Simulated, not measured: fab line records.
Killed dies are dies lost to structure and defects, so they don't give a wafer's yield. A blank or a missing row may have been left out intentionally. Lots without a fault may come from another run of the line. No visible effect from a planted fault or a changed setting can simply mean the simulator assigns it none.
Struck lot and sound lot, side by side	flow n5Finfet	15 steps out of a route of 1938
Sound: the wafers L825.1, L825.3, L825.5. Struck: wafer L832.6; the same lot's L832.2 was not struck, so it is left out; see the end for the cause.
Order at every step that has rows: each side's tool, ch and its chambers, its first start. Under that, the readings that differ: sound wafers	struck wafers	difference of the means	sigmas: that difference in standard deviations of wafers without a fault.
alike: readings with means less than 2 such deviations apart, plus words and numbers identical on both sides. not compared: withheld readings, readings lacking a value on some wafer, bounds such as >300 that could conceal the same value, and numbers that have no deviation in the record and whose values overlap.
Wherever a step has rows on one side only, a row that says differs or no value, or a row with sigmas, the two part there. Numbers that don't overlap but have no deviation are shown without sigmas and don't part them. A reading that every wafer of one side lacks parts them only if that side has two wafers or more.

first, 6 steps without rows for these wafers: N5_MOL_CONTACT_COAG_COAT_78 (resist thk 40 nm); N5_MOL_CONTACT_COAG_EBR_80; N5_MOL_CONTACT_COAG_SOFTBAKE_79 (time 60 s); N5_MOL_CONTACT_COAG_EXPOSE_81 (exposes mask VG, defocus 0 nm); N5_MOL_CONTACT_COAG_PEB_82 (peb time 60 s); N5_MOL_CONTACT_COAG_DEVELOP_83 (develop time 30 s).
N5_MOL_CONTACT_COAG_CD_MEAS_84: the cd target is 25.1 nm.
  sound on cdSem-02 ch 0, day 5 09:07; struck on cdSem-01 ch 0, day 6 23:35
  alike: cdNm
N5_MOL_CONTACT_COAG_OVL_MEAS_85:
  sound on overlay-01 ch 0, day 5 09:08; struck on overlay-02 ch 0, day 6 23:37
  alike: VG_OVL
N5_MOL_CONTACT_COAG_INSPECT_57: inspects for defects (brightfield).
  sound on defectInspect-02 at day 5 09:12; struck on defectInspect-02 at day 6 23:40
reading	sound	struck	difference	sigmas
rawDefectCount	224 176 197	311	+112	+2
N5_MOL_CONTACT_COAG_DESCUM_88: chemistry O2, time 7 s.
  sound on rieDiel-02 ch 2,3, day 5 09:36; struck on rieDiel-01 ch 1, day 7 00:16
reading	sound	struck	difference	sigmas
oesProductAu (a.u.)	0.76 0.73 0.76	0.93	+0.18	+2
throttleValvePct (%)	20.93 20.89 20.94	20.25	-0.67	-3
  alike: drypumpMotorCurrentA, rfVppV, showerheadPlenumPTorr
  not compared: rfHoursCounterH
N5_MOL_CONTACT_COAG_ETCH_89: etches underlayer in N2/H2, target depth 13 nm, time 10.4 s.
  sound on rieDiel-02 ch 2,3, day 5 09:38; struck on rieDiel-01 ch 1, day 7 00:18
reading	sound	struck	difference	sigmas
oesProductAu (a.u.)	0.65 0.62 0.64	0.79	+0.15	+2
throttleValvePct (%)	18.41 18.28 18.39	17.55	-0.81	-3
  alike: drypumpMotorCurrentA, etchRfOnTimeS, n2FlowSccm, rfVppV, showerheadPlenumPTorr
  not compared: rfHoursCounterH
N5_MOL_CONTACT_COAG_ETCH_90: etches SiARC in CF4, target depth 13 nm, time 21.7 s.
  sound on rieDiel-02 ch 2,3, day 5 09:40; struck on rieDiel-01 ch 1, day 7 00:19
reading	sound	struck	difference	sigmas
oesProductAu (a.u.)	0.65 0.62 0.65	0.80	+0.16	+2
rfVppV (V)	185.4 182.2 185.5	187.1	+2.7	+2
throttleValvePct (%)	15.95 16.10 15.96	15.49	-0.51	-2
  alike: drypumpMotorCurrentA, etchRfOnTimeS, showerheadPlenumPTorr
  not compared: rfHoursCounterH
N5_MOL_CONTACT_COAG_ALD_131: deposits SiO2, target thk 5 nm, pulse time 1 s, co reactant pulse time 1 s.
  sound on aldSin-03 ch 2,3, day 5 09:44; struck on aldSin-01 ch 1, day 7 00:24
reading	sound	struck	difference	sigmas
aldCycles	35 35 35	57	+22	
heaterPowerW (W)	69 83 67	91	+18	+2
model.SiO2_of_MOL_CONTACT_COAG_ALD_131.thkNm (nm)	5 5 5	8.2	+3.2	
  alike: precursorPulseHeightRel
  not compared: sinceWetCleanH
N5_MOL_CONTACT_COAG_ETCHBACK_132: etches SiO2 in CHF3, target depth 10 nm, time 6.7 s.
  sound on rieDiel-06 ch 0,2,3, day 5 09:55; struck on rieDiel-02 ch 3, day 7 00:43
reading	sound	struck	difference	sigmas
CHF3_flow_sccm (sccm)	50.18 49.97 50.18	49.76	-0.35	-3
rfVppV (V)	506 514 528	540	+24	+2
  alike: drypumpMotorCurrentA, oesProductAu, showerheadPlenumPTorr, throttleValvePct
  not compared: rfHoursCounterH
-- the record jumps here: 8 days lie between the struck wafers' starts before and after (it left off in module MOL_CONTACT_COAG and takes up again in module PASSIVATION, whose first step shown is number 1936 of the route) --
N5_PASSIVATION_PROBE_49:
  sound on prober-01 at day 13 11:56; struck on prober-02 at day 14 18:38
reading	sound	struck	difference	sigmas
killedAtContacts	5 15 8	1066	+1057	+99 or more
killedDies	97 116 122	1180	+1068	+59
killedOnRim	16 11 22	152	+136	+33
  alike: killed_at_M0_to_M3, killed_at_M4_up, killedAtFrontEnd, killedAtOther, killedOpen, killedShort

== WHERE THEY PART ==
First at N5_MOL_CONTACT_COAG_INSPECT_57; last, within this record, at N5_PASSIVATION_PROBE_49.

WHY: whatever the simulator had introduced
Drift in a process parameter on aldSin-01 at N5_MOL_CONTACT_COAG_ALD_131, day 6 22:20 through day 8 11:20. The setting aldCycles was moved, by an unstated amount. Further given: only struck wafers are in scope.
